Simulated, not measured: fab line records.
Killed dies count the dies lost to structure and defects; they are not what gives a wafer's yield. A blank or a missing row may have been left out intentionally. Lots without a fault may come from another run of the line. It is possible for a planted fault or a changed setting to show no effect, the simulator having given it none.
One fault seen from 2 desks / flow nand-harc / every desk sees just its own numbers, and what lay behind them comes last

== THE METROLOGY DESK ==
Lot by lot, what the gauges showed, no matter which tool ran the lot: averages of those sampled wafers that carry a number. Marked OUT: a lot whose mean sits more than 4 standard deviations from the usual mean, which makes it out of limits; the brackets give that distance.
Columns: A = cd-nm at NHARC_A_CONTACT_CD_MEAS_15, usual 90.0 nm; B = cd-nm at NHARC_A_BLC_CD_MEAS_10, usual 99.9 nm
lot=L111; first seen here=day 16 11:04; A=89.7; B=99.1
lot=L112; first seen here=day 17 05:05; A=90.4; B=100.6
lot=L114; first seen here=day 17 12:58; A=89.7; B=99.8
lot=L115; first seen here=day 17 17:31; A=90.4; B=100.3
lot=L118; first seen here=day 19 00:59; A=90.3; B=99.7
lot=L122; first seen here=day 19 12:01; A=89.8; B=99.6
lot=L121; first seen here=day 19 12:49; A=90.2; B=99.2
lot=L126; first seen here=day 20 09:29; A=89.9; B=99.7
lot=L129; first seen here=day 21 13:20; A=90.0; B=99.1
lot=L131; first seen here=day 21 15:26; A=89.9; B=100.2
lot=L133; first seen here=day 22 18:59; A=89.5; B=99.5
lot=L132; first seen here=day 22 20:53; A=89.8; B=100.7
lot=L134; first seen here=day 23 03:49; A=89.8; B=100.3
This desk's finding: nothing out of limits on any of the 13 lots.

== THE TOOL OWNER'S DESK: litho-track-06 ==
Per lot that ran on this tool, the mean of the sampled wafers carrying a number, from the tool's own readings at NHARC_A_BLC_SOFTBAKE_05 (time 55 s). Marked OUT: a lot whose mean sits more than 4 standard deviations from the usual mean, which makes it out of limits; the brackets give that distance.
Columns: A = exhaust-pa at NHARC_A_BLC_SOFTBAKE_05, usual 45.0 Pa; B = heater-power-total-W at NHARC_A_BLC_SOFTBAKE_05, usual 188.45 W; C = plate-temp-C at NHARC_A_BLC_SOFTBAKE_05, usual 104.97 C
lot=L111; first seen here=day 16 19:00; A=44.9; B=188.44; C=105.04
lot=L112; first seen here=day 17 11:00; A=44.3; B=188.38; C=104.93
lot=L118; first seen here=day 19 04:00; A=45.6; B=192.21 (+29) OUT; C=106.47 (+13) OUT
lot=L122; first seen here=day 19 15:00; A=45.5; B=192.35 (+30) OUT; C=106.68 (+14) OUT
This desk's verdict: out of limits on L118, L122, starting with L118 at day 19 04:00 (heater-power-total-W at NHARC_A_BLC_SOFTBAKE_05). Within limits: L111, L112.

== PUT TOGETHER ==
The tool owner's desk had the chance to raise an alarm at day 19 04:00 on L118, L122.
Nothing out of limits was seen by the metrology desk.
The metrology desk holds a record of L118, L122, inside its limits.
All the named lots went through NHARC_A_BLC_SOFTBAKE_05 on litho-track-06.

== WHAT THE SIMULATOR PUT IN ==
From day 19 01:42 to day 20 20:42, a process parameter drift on litho-track-06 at NHARC_A_BLC_SOFTBAKE_05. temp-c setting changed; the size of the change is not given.
Shown lots that were struck: L118, L122.
Each desk's first reading out of limits, in hours after the fault started: the tool owner's desk, 2.
